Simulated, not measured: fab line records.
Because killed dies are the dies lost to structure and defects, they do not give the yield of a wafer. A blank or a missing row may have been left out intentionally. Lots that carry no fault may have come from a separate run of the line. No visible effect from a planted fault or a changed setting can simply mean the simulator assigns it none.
fab line records	flow n5-finfet
record: lots: 4	wafers: 12	last-day: 18
route steps=1938 shown BEOL_M14@1730 BEOL_M15@1830
lots that met no fault: from a run of the same line without faults
start-h: hours from the record's opening day to when the first of the lot's shown wafers began	wait-h: hours elapsed since this lot's preceding step	" repeats the value in the row above	L1.1+2: several wafers, shown together as one row	- no value present, or no start provided	* or withheld: withheld	< > ~ a bound
route shown NAME@n: names a module that has steps shown in the file, with the first one's number in the route	usual: mean and standard deviation over wafers with no fault	same: alike in all rows	chamber/n: place in a boat	sites: per-site readings	_std_site: their standard deviation	_edge_site: inner sites' mean taken away from outer sites' mean	radius-mm: how far each site lies from the wafer's centre	mask NAME#n: copy n	behind: the most recent tool/chamber to have shaped the wafer	hold: why the lot was held/for how many hours/how that ended	device: the n, p or np transistor that did not switch	end of line: the route-end tests of the same wafers	where a step has no rows: the recipe by itself	killed: the dies lost at the first sort to structure and to defects; this is not the yield of the wafer	map: the dies of a wafer, with x for killed, . for not killed, _ for no die there
set.NAME: the run value of the setting; set.NAME@STEP: its run value at that earlier step	model.NAME: the simulator's own value behind a step, which no gauge read
lots at some steps of the route; a table a step, a row a wafer
services: from which hour (start-h, from the record's first day; less than 0 if before it) a tool's chamber was out of use, for how many hours, and why
== steps ==
step: N5_BEOL_M14_ETCH_59
recipe: chemistry: N2/H2	target: BARC	target-depth-a: 890	overetch-a: 267	time-s: 67.9	ion-energy-ev: 200	pressure-mtorr: 30	source-w: 840	bias-w: 150	n2-flow-sccm: 200	h2-flow-sccm: 200
step: N5_BEOL_M14_VIA_ETCH_16
recipe: chemistry: C4F8/O2/Ar	target: SiO2	he-inner-torr: 15	he-outer-torr: 30	target-depth-a: 12313	time-s: withheld	ion-energy-ev: 800	pressure-mtorr: 20	source-w: 1905	bias-w: 2040	Ar_flow_sccm: 400	C4F8_flow_sccm: 16	O2_flow_sccm: 12	ends: cleared
step: N5_BEOL_M14_STRIP_63
recipe: chemistry: O2	power-w: 600	temp-c: 60	pressure-mtorr: 30	rf-frequency-hz: 6e+07	bias-power-w: 0	overash-fraction: 0.3	o2-flow-sccm: 225
step: N5_BEOL_M14_STRIP_64
recipe: chemistry: O2	power-w: 600	temp-c: 60	pressure-mtorr: 30	rf-frequency-hz: 6e+07	bias-power-w: 0	overash-fraction: 0.3	o2-flow-sccm: 225
step: N5_BEOL_M14_STRIP_71
recipe: chemistry: post-etch-residue-remover	time-s: 60	temp-c: 25	remover-ph: withheld	remover-water-wt-pct: withheld	remover-fluoride-wt-pct: withheld
step: N5_BEOL_M14_SRD_72
recipe: time-s: 30	temp-c: 23	rinse-liquid: diw	dry: n2-spin	spin-rpm: 1500	dry-time-s: 30
step: N5_BEOL_M14_COAT_65
recipe: resist: SOC	temp-c: 250	time-s: 60	spin-rpm: 1500	resist-thk-nm: 450
step: N5_BEOL_M14_COAT_66
recipe: resist: SiARC	temp-c: 220	time-s: 60	spin-rpm: 1500	resist-thk-nm: 110
step: N5_BEOL_M14_COAT_22
recipe: spin-rpm: 2888	resist-thk-nm: 300
step: N5_BEOL_M14_EBR_24
recipe: solvent: PGMEA	ebr-width-mm: 1.5
step: N5_BEOL_M14_SOFTBAKE_23
recipe: temp-c: 130	time-s: 60
step: N5_BEOL_M14_EXPOSE_25
recipe: mask-id: M14	na: 0.8	source-shape: annular	sigma-inner: 0.5	sigma-outer: 0.8	polarization: unpolarized	target-cd-nm: 280	dose-mj: 26.6
usual: exposure-dose-mJ-cm2: 26.582/0.026
lot.wafer	tool	chamber	start-h	wait-h	mask	exposure-dose-mJ-cm2
L290.1	krf-scanner-02	0	315.91	-	M14#0	26.579
L290.2	"	0	"	"	M14#0	26.630
L290.3	"	0	"	"	M14#0	26.620
L296.1	krf-scanner-02	0	350.87	-	M14#0	28.865
L296.2	"	0	"	"	M14#0	28.835
L296.3	"	0	"	"	M14#0	28.849
L300.1	krf-scanner-02	0	364.80	-	M14#0	28.377
L300.4	"	0	"	"	M14#0	28.377
L300.6	"	0	"	"	M14#0	28.395
L304.1	krf-scanner-01	0	408.45	-	M14#0	26.558
L304.4	"	0	"	"	M14#0	26.555
L304.6	"	0	"	"	M14#0	26.565
step: N5_BEOL_M14_PEB_26
recipe: peb-temp-c: 130	peb-time-s: 90
step: N5_BEOL_M14_DEVELOP_27
recipe: develop-time-s: 45	rinse-liquid: diw	dry: air-spin	dev-temp-c: 21
step: N5_BEOL_M14_HARDBAKE_32
recipe: temp-c: 130	time-s: 120
step: N5_BEOL_M14_CD_MEAS_28
recipe: target-cd-nm: 284.4	landing-energy-ev: 500	detector: se-inlens
usual: cd-nm: 283.7/1.6
lot.wafer	tool	chamber	start-h	wait-h	cd-nm
L290.1	cd-sem-02	0	316.08	-	284.2
L290.2	"	0	"	"	284.6
L290.3	"	0	"	"	283.8
L296.1	cd-sem-02	0	351.04	-	294.7
L296.2	"	0	"	"	296.3
L296.3	"	0	"	"	294.5
L300.1	cd-sem-02	0	364.97	-	294.4
L300.4	"	0	"	"	294.8
L300.6	"	0	"	"	296.1
L304.1	cd-sem-01	0	408.62	-	283.6
L304.4	"	0	"	"	281.4
L304.6	"	0	"	"	283.3
step: N5_BEOL_M14_DESCUM_33
recipe: chemistry: O2	time-s: 7.9	source-power-w: 50	bias-power-w: 20	pressure-mtorr: 20	rf-frequency-hz: 2.712e+07	temp-c: 40	o2-flow-sccm: 225
usual: drypump-motor-current-A: 5.6/0.56	o2-flow-sccm: 225.0/0.66	oes-product-au: 0.81/0.086	rf-vpp-V: 243.3/1.5	showerhead-plenum-p-Torr: 2.09/0.074	throttle-valve-pct: 20.36/0.27
lot.wafer	tool	chamber	start-h	wait-h	drypump-motor-current-A	o2-flow-sccm	oes-product-au	rf-hours-counter-h	rf-vpp-V	showerhead-plenum-p-Torr	throttle-valve-pct	model.BEOL_M14.cd-nm
L290.1	rie-diel-05	0	316.30	0.2	6.1	225.0	0.82	85	240.5	2.04	20.20	284.6
L290.2	"	1	"	"	5.8	225.3	0.92	25	242.6	2.05	20.17	284.6
L290.3	"	2	"	"	5.5	225.3	0.88	35	245.1	2.13	20.07	283.6
L296.1	rie-diel-06	1	351.13	0.0	4.9	224.4	0.71	218	242.8	2.00	20.91	294.8
L296.2	"	2	"	"	6.6	224.2	0.90	49	245.4	2.21	20.14	296.4
L296.3	"	0	"	"	5.6	224.8	0.72	217	243.1	2.07	20.49	294.2
L300.1	rie-diel-05	0	365.06	0.0	6.1	224.8	0.80	106	240.7	2.03	20.23	294.4
L300.4	"	3	"	"	6.0	225.2	0.95	8	244.4	2.12	20.41	294.6
L300.6	"	2	"	"	5.5	224.7	0.86	-	243.9	2.13	20.11	295.8
L304.1	rie-diel-05	2	408.71	0.0	5.5	224.8	0.83	72	244.2	2.12	20.12	284
L304.4	"	1	"	"	5.8	225.2	0.87	61	242.2	2.04	20.24	281.6
L304.6	"	3	"	"	6.0	224.7	0.91	-	244.9	2.12	20.43	283
step: N5_BEOL_M14_ETCH_67
recipe: chemistry: CF4	target: SiARC	target-depth-a: 1430	time-s: 238.3	ion-energy-ev: 80	pressure-mtorr: 40	source-w: 545	bias-w: 36	Ar_flow_sccm: 100	cf4-flow-sccm: 100	ends: cleared
step: N5_BEOL_M14_ETCH_68
recipe: chemistry: N2/H2	target: SOC	mask-material: SiARC	source-w: 3000	bias-w: 350	temp-c: 40	time-s: 450	ion-energy-ev: 200	pressure-mtorr: 30	n2-flow-sccm: 200	h2-flow-sccm: 200
step: N5_BEOL_M14_STRIP_69
recipe: chemistry: N2/H2	temp-c: 40	n2-flow-sccm: 200	h2-flow-sccm: 200	rf-frequency-hz: 6e+07
step: N5_BEOL_M14_TRENCH_ETCH_34
recipe: chemistry: C4F8/O2/Ar	target: SiO2	target-depth-a: 5566.5	mask-material: SOC	he-inner-torr: 15	he-outer-torr: 30	time-s: 126.9	ion-energy-ev: 800	pressure-mtorr: 20	source-w: 1905	bias-w: 2040	Ar_flow_sccm: 400	C4F8_flow_sccm: 16	O2_flow_sccm: 12
step: N5_BEOL_M14_STRIP_70
recipe: chemistry: C4F8/O2/Ar	resist: SiARC	rf-frequency-hz: 6e+07
step: N5_BEOL_M14_STRIP_37
recipe: chemistry: O2	power-w: 600	temp-c: 60	pressure-mtorr: 30	rf-frequency-hz: 6e+07	bias-power-w: 0	overash-fraction: 0.3	o2-flow-sccm: 225
step: N5_BEOL_M14_ETCH_38
recipe: chemistry: CF4/N2	target: SiCN	target-depth-a: 1065	taper-deg: 2	time-s: 120.6	ion-energy-ev: 150	mask-material: SiO2	pressure-mtorr: 40	source-w: 430	bias-w: 70	Ar_flow_sccm: 100	cf4-flow-sccm: 60	n2-flow-sccm: 60
usual: cf4-flow-sccm: 59.99/0.19	drypump-motor-current-A: 5.7/0.52	oes-product-au: 0.82/0.081	rf-vpp-V: 382.1/2	showerhead-plenum-p-Torr: 2.20/0.071	throttle-valve-pct: 15.36/0.28
lot.wafer	tool	chamber	start-h	wait-h	cf4-flow-sccm	drypump-motor-current-A	oes-product-au	rf-hours-counter-h	rf-vpp-V	showerhead-plenum-p-Torr	throttle-valve-pct	model.BEOL_M14.cd-nm
L290.1	rie-diel-05	2	-	-	59.91	5.5	0.89	37	382.1	2.24	14.99	282.8
L290.2	"	1	"	"	60.17	5.8	0.91	27	381.8	2.17	15.19	279.8
L290.3	"	0	"	"	60.14	6.1	0.82	87	382.0	2.15	15.20	280.2
L296.1	rie-diel-05	2	-	-	59.96	5.5	0.86	51	382.9	2.24	15.02	288.4
L296.2	"	3	"	"	59.94	6.1	0.97	3	382.2	2.25	15.43	293
L296.3	"	0	"	"	59.81	6.1	0.80	101	380.8	2.14	15.21	291
L300.1	rie-diel-05	1	-	-	60.11	5.8	0.87	50	380.6	2.16	15.24	294.2
L300.4	"	0	"	"	60.05	6.1	0.80	108	380.0	2.14	15.24	291.4
L300.6	"	1	"	"	59.88	5.8	0.88	-	380.8	2.16	15.26	292.8
L304.1	rie-diel-05	1	-	-	60.00	5.8	0.85	63	381.5	2.15	15.27	280.6
L304.4	"	0	"	"	59.91	6.1	0.78	120	379.5	2.14	15.25	273.4
L304.6	"	1	"	"	59.71	5.8	0.85	-	381.7	2.15	15.28	278.6
step: N5_BEOL_M14_PRECLEAN_39
recipe: chemistry: residue-remover	time-s: 60	temp-c: 40
step: N5_BEOL_M14_SRD_40
recipe: time-s: 30	temp-c: 23	rinse-liquid: diw	dry: n2-spin	spin-rpm: 1500	dry-time-s: 30
step: N5_BEOL_M14_DEGAS_41
recipe: ambient: vacuum	temp-c: 300	time-s: 60
step: N5_BEOL_M14_PRE_CLEAN_42
recipe: gas: H2/He	time-s: 30	temp-c: 300
step: N5_BEOL_M14_SPUTTER_43
recipe: material: TaN	target-thk-a: 150	temp-c: 50	bias-v: 168.6	power-w: 15000	chamber-pressure-pa: 0.12	time-s: 24.19
step: N5_BEOL_M14_SPUTTER_44
recipe: material: Ta	target-thk-a: 150	temp-c: 50	bias-v: 80	power-w: 15000	chamber-pressure-pa: 0.07	time-s: 24.19
step: N5_BEOL_M14_SPUTTER_45
recipe: material: Cu	target-thk-a: 1000	temp-c: -20	bias-v: 60	power-w: 26000	chamber-pressure-pa: 0.13	time-s: 16.67
step: N5_BEOL_M14_ECD_47
recipe: material: Cu	target-thk-a: 12480
step: N5_BEOL_M14_ANNEAL_48
recipe: temp-c: 225	time-s: 90	ambient: N2
step: N5_BEOL_M14_CMP_49
recipe: stop-on: SiO2	t-overpolish-s: 5.2	down-force-psi: 2	platen-rpm: 80	clearing-platen-down-force-psi: 2	clearing-platen-rpm: 80	post-cmp-clean: cu-alkaline	target-thk-nm: 560	clearing-platen-pad-velocity-m-s: 1.5917	pad-velocity-m-s: 1.5917
step: N5_BEOL_M14_PRE_CLEAN_52
recipe: gas: NH3	time-s: 15	temp-c: withheld	rf-power-w: 300
step: N5_BEOL_M14_DEP_53
recipe: material: SiCN	target-thk-a: 500	temp-c: withheld	precursor: 3MS/NH3	pressure-torr: 3	rf-w: 675	time-s: 17.8
step: N5_BEOL_M15_RC_MEAS_101
usual: COMB_M10: 1.58e-11/2.6e-12	COMB_M11: 1.48e-11/2.9e-12	COMB_M12: 7e-12/1.5e-12	COMB_M13: 5.5e-12/1.2e-12	COMB_M14: 4.3e-12/9.2e-13	COMB_M15: 3.2e-12/6.1e-13	COMB_M5: 3.8e-11/8.2e-12	COMB_M6: 2.6e-11/5.4e-12	COMB_M7: 2.6e-11/4.9e-12	COMB_M8: 2.6e-11/5.3e-12	COMB_M9: 1.47e-11/2.8e-12	SERP_M10: 3.03/0.07	SERP_M10_max_site: 3.12/0.08	SERP_M11: 3.08/0.072	SERP_M11_max_site: 3.16/0.082	SERP_M12: 0.636/0.014	SERP_M13: 0.312/0.0054	SERP_M14: 0.161/0.0035	SERP_M14_max_site: 0.163/0.0036	SERP_M5: 39.4/1.4	SERP_M6: 13.8/0.53	SERP_M7: 13.9/0.58	SERP_M8: 13.8/0.52	SERP_M9: 3.08/0.077
lot.wafer	tool	chamber	start-h	wait-h	COMB_M10[S/m]	COMB_M11[S/m]	COMB_M12[S/m]	COMB_M13[S/m]	COMB_M14[S/m]	COMB_M15[S/m]	COMB_M5[S/m]	COMB_M6[S/m]	COMB_M7[S/m]	COMB_M8[S/m]	COMB_M9[S/m]	SERP_M10[ohm/um]	SERP_M10_max_site[ohm/um]	SERP_M11[ohm/um]	SERP_M11_max_site[ohm/um]	SERP_M12[ohm/um]	SERP_M13[ohm/um]	SERP_M14[ohm/um]	SERP_M14_max_site[ohm/um]	SERP_M5[ohm/um]	SERP_M6[ohm/um]	SERP_M7[ohm/um]	SERP_M8[ohm/um]	SERP_M9[ohm/um]
L290.1	prober-01	0	330.45	0.0	1.67e-11	1.59e-11	6.5e-12	5.3e-12	4.4e-12	2.9e-12	2.9e-11	2e-11	2.5e-11	3.4e-11	1.1e-11	3.07	3.14	3.07	3.10	0.628	0.308	0.160	0.162	39.5	14.1	15.3	13.9	3.18
L290.2	"	0	"	"	2.07e-11	1.84e-11	6e-12	6e-12	3e-12	3.1e-12	4.2e-11	2.7e-11	2.8e-11	2.8e-11	8.9e-12	2.95	3.02	3.04	3.16	0.621	0.313	0.161	0.162	41.0	13.7	14.7	13.3	3.12
L290.3	"	0	"	"	1.92e-11	1.76e-11	5.9e-12	5.1e-12	2.7e-12	2.8e-12	3.7e-11	2.8e-11	2.8e-11	2e-11	1.23e-11	2.96	3.03	3.22	3.34	0.652	0.312	0.157	0.159	41.3	14.1	14.4	14.6	3.02
L296.1	prober-02	0	359.96	0.0	1.71e-11	1.51e-11	7.1e-12	4.3e-12	5.2e-12	3e-12	4.3e-11	2.4e-11	2.3e-11	2.3e-11	1.86e-11	3.07	3.11	3.09	3.31	0.608	0.321	0.155	0.155	40.9	12.3	13.7	13.0	3.01
L296.2	"	0	"	"	1.66e-11	1.42e-11	6.6e-12	6.5e-12	4.4e-12	3.7e-12	3.3e-11	2.9e-11	2.7e-11	1.5e-11	1.36e-11	3.00	3.04	3.09	3.13	0.632	0.310	0.150	0.152	39.7	12.8	13.7	13.1	2.97
L296.3	"	0	"	"	1.55e-11	1.44e-11	6.7e-12	4.5e-12	3.6e-12	4e-12	2.9e-11	1.9e-11	2.7e-11	2.5e-11	1.99e-11	2.91	3.10	3.19	3.26	0.635	0.319	0.151	0.154	39.8	13.3	13.1	13.1	2.95
L300.1	prober-01	0	381.24	0.0	1.75e-11	1.21e-11	7.2e-12	4.9e-12	4e-12	2.1e-12	5.1e-11	2.5e-11	2.8e-11	2.1e-11	1.94e-11	3.03	3.15	3.14	3.19	0.626	0.316	0.150	0.151	38.7	13.1	12.9	13.2	3.24
L300.4	"	0	"	"	1.94e-11	1.76e-11	5.9e-12	7.4e-12	3.9e-12	2.4e-12	5e-11	3e-11	2.8e-11	2.5e-11	1.62e-11	3.10	3.11	3.06	3.11	0.634	0.303	0.148	0.150	37.0	14.0	12.6	14.0	2.95
L300.6	"	0	"	"	2.01e-11	2.11e-11	5.4e-12	4.5e-12	3.8e-12	2.2e-12	3.6e-11	3e-11	3.1e-11	2.2e-11	1.69e-11	3.09	3.23	2.94	3.05	0.638	0.308	0.150	0.151	38.8	14.4	13.5	13.6	3.14
L304.1	prober-02	0	422.27	0.0	1.87e-11	1.55e-11	7.5e-12	6e-12	5e-12	2.8e-12	3.6e-11	2e-11	3e-11	2.4e-11	2.09e-11	2.95	3.02	3.24	3.27	0.640	0.304	0.159	0.161	40.0	13.1	14.3	13.5	3.05
L304.4	"	0	"	"	1.41e-11	2.06e-11	6.1e-12	4.2e-12	4.3e-12	3.1e-12	3.8e-11	2.7e-11	2e-11	2.5e-11	1.05e-11	3.05	3.08	3.09	3.23	0.656	0.303	0.168	0.170	36.3	13.6	13.5	13.5	3.10
L304.6	"	0	"	"	1.54e-11	1.37e-11	6.3e-12	6.1e-12	4.6e-12	3.3e-12	4.1e-11	2.2e-11	3.3e-11	3.8e-11	1.49e-11	3.04	3.23	3.06	3.12	0.628	0.312	0.158	0.159	39.5	13.5	14.7	13.7	3.06
sites SERP_M14 radius-mm=0,75,75,75,75,140,140,140,140
L290.1 0.159 0.161 0.162 0.159 0.160 0.159 0.160 0.160 0.157
L296.1 0.155 0.155 0.153 0.154 0.154 0.155 0.155 0.155 0.153
L300.1 0.151 0.151 0.150 0.150 0.150 0.150 0.151 0.148 0.150
L304.1 0.160 0.160 0.159 0.159 0.158 0.161 0.159 0.157 0.160
== services ==
tool	chamber	start-h	hours	kind
krf-scanner-01	0	311.12	-	calibration
rie-diel-05	3	319.94	-	clean
rie-diel-05	3	319.94	-	consumable-replace:focus-ring
rie-diel-05	3	319.94	23.7	scheduled-down
rie-diel-05	3	319.94	23.7	vent-cycle
rie-diel-06	-	323.83	2.8	pm
krf-scanner-02	-	329.22	0.5	repair
rie-diel-06	1	353.19	3.7	repair
krf-scanner-02	-	361.72	1.3	pm
krf-scanner-01	-	409.58	1.0	pm
== key ==
first-sign: step: N5_BEOL_M14_EXPOSE_25	reading: exposure-dose-mJ-cm2	direction: up	sigmas: 77	usual: 26.582	struck: 28.616
effect: step: N5_BEOL_M14_CD_MEAS_28	reading: cd-nm	direction: up	sigmas: 7.1	usual: 283.7	struck: 295.1	through: control-loop
effect: step: N5_BEOL_M15_RC_MEAS_101	reading: SERP_M14	direction: down	sigmas: 2.9	usual: 0.161	struck: 0.151
model-effect: step: N5_BEOL_M14_DESCUM_33	value: BEOL_M14.cd-nm	without: 282.8	struck: 295
model-effect: step: N5_BEOL_M14_ETCH_38	value: BEOL_M14.cd-nm	without: 279.6	struck: 291.8
met-at N5_BEOL_M14_EXPOSE_25
struck-wafers L296.1,L296.2,L296.3,L300.1,L300.4,L300.6
loop-trim: step: N5_BEOL_M14_EXPOSE_25	setting: dose	lots: L300
onset-between 315.91 350.87
fault: kind: process-parameter-drift	tool: krf-scanner-02	chamber: -	onset-h: 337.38	steps: N5_BEOL_M14_EXPOSE_25	channel: dose-mj	offset: 2.2656	shape: step	acts-in: these-recipes-only	stated: 26.6
loop-trim: a control loop set the setting to another value than it would have without faults
